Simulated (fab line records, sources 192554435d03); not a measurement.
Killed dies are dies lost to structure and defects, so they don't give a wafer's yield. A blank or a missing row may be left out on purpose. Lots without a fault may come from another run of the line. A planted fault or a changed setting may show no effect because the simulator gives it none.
Split-lot experiment | flow n5_finfet | 7 lots, 21 wafers read, on a route of 1938 steps

THE SPLIT
At N5_FIN_SAQP_HM_DEP_03 (deposits SiNx from SiH4/NH3/N2, target thk 38 nm, time 33.6 s), the setting time_s was moved away from the recipe's 33.6 s on 9 of the 21 wafers read, by -12.2% to +9.0%. The other wafers ran this setting at the recipe's value.

The reading is taken at the split's own step.

THE READING
SiNx_of_FIN_SAQP_HM_DEP_03.thk_nm (the simulator's own value, which no gauge read), in nm, at N5_FIN_SAQP_HM_DEP_03 (deposits SiNx from SiH4/NH3/N2, target thk 38 nm, time 33.6 s). The file gives no usual value for it. The 12 wafers here that ran the recipe average 37.66 nm, standard deviation 0.59 nm.

wafer  | tool, chamber at the split | time_s as run, s | against the recipe | SiNx_of_FIN_SAQP_HM_DEP_03.thk_nm, nm | against lot-mates on the recipe
L077.3 | pecvd-03, 1                | 36.64            | +9.0%              | 41.27                                 | +2.97
L077.5 | pecvd-03, 1                | 33.6             | recipe             | 38.48                                 | -
L077.6 | pecvd-03, 2                | 33.6             | recipe             | 38.13                                 | -
L078.1 | pecvd-01, 1                | 33.6             | recipe             | 37.5                                  | -
L078.2 | pecvd-01, 2                | 31.24            | -7.0%              | 34.99                                 | -2.71
L078.3 | pecvd-01, 0                | 33.6             | recipe             | 37.91                                 | -
L083.4 | pecvd-03, 1                | 33.6             | recipe             | 37.15                                 | -
L083.5 | pecvd-03, 2                | 33.6             | recipe             | 37.48                                 | -
L083.6 | pecvd-03, 0                | 36.2             | +7.7%              | 40.29                                 | +2.98
L086.1 | pecvd-03, 2                | 33.6             | recipe             | 36.76                                 | -
L086.4 | pecvd-03, 0                | 33.6             | recipe             | 37.13                                 | -
L086.5 | pecvd-03, 1                | 33.6             | recipe             | 37.05                                 | -
L087.1 | pecvd-03, 1                | 33.6             | recipe             | 37.42                                 | -
L087.4 | pecvd-03, 2                | 30.25            | -10.0%             | 33.59                                 | -4.21
L087.6 | pecvd-03, 1                | 33.6             | recipe             | 38.18                                 | -
L088.2 | pecvd-01, 0                | 30.59            | -9.0%              | 34.57                                 | -4.15
L088.3 | pecvd-01, 2                | 33.6             | recipe             | 38.72                                 | -
L088.5 | pecvd-01, 2                | 30.59            | -9.0%              | 35.18                                 | -3.54
L092.2 | pecvd-03, 2                | 29.5             | -12.2%             | 32.46                                 | no lot-mate on the recipe
L092.3 | pecvd-03, 1                | 29.5             | -12.2%             | 32.62                                 | no lot-mate on the recipe
L092.5 | pecvd-03, 2                | 29.5             | -12.2%             | 32.76                                 | no lot-mate on the recipe

THE FIT
A straight line over all 21 wafers: SiNx_of_FIN_SAQP_HM_DEP_03.thk_nm changes by +0.386 nm for each +1% of time_s; r = +0.97; the points scatter about the line by 0.56 nm.
The same after taking each lot's own level away (the mean of its wafers on the recipe; 18 wafers): +0.395 nm for each +1%; r = +0.99; scatter 0.28 nm.
On that fit, the largest move of time_s shifts the reading by 4.8 nm.
The lots' own levels span 36.980 to 38.720 nm, that is 2.9 times the standard deviation above.
So the lot-to-lot level changes the slope little: the two slopes agree.
Check: with one of the wafers moved furthest among these (-10.0%) left out of the fit, the line predicts -3.97 nm for it against its lot-mates. It came out at -4.21 nm against them.

OTHER SPLITS ON THESE WAFERS
These wafers also went through other splits before the reading. Each is held against what the fit with the lots' levels taken away leaves over:
other split on the same wafers                    | wafers away from the commonest value | r with SiNx_of_FIN_SAQP_HM_DEP_03.thk_nm (lot level and that fit taken away)
N5_ZERO_LAYER_PECVD_02 time_s                     | 6                                    | +0.04
N5_ZERO_LAYER_COAT_05 spin_rpm                    | 8                                    | -0.15
N5_PMOS_HMC_CHANNEL_EPI_PEB_07 peb_temp_c         | 5                                    | +0.18
N5_PMOS_HMC_CHANNEL_EPI_DEVELOP_08 develop_time_s | 5                                    | +0.12

THE WHOLE CHAIN: every reading that the file lists as answering this split, in the file's order
step                    | what it does                                                  | reading                                                                            | change (the file's fit)               | r (the file's)
N5_FIN_SAQP_HM_DEP_03   | deposits SiNx from SiH4/NH3/N2, target thk 38 nm, time 33.6 s | SiNx_of_FIN_SAQP_HM_DEP_03.thk_nm (the simulator's own value, which no gauge read) | +0.392 nm for each +1% of the setting | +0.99
N5_FIN_SAQP_THK_MEAS_05 |                                                               | thk_nm                                                                             | withheld for each +1% of the setting  | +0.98

THE FILE'S OWN FIT
SiNx_of_FIN_SAQP_HM_DEP_03.thk_nm changes by +0.392 nm for each +1% of time_s, r = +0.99.
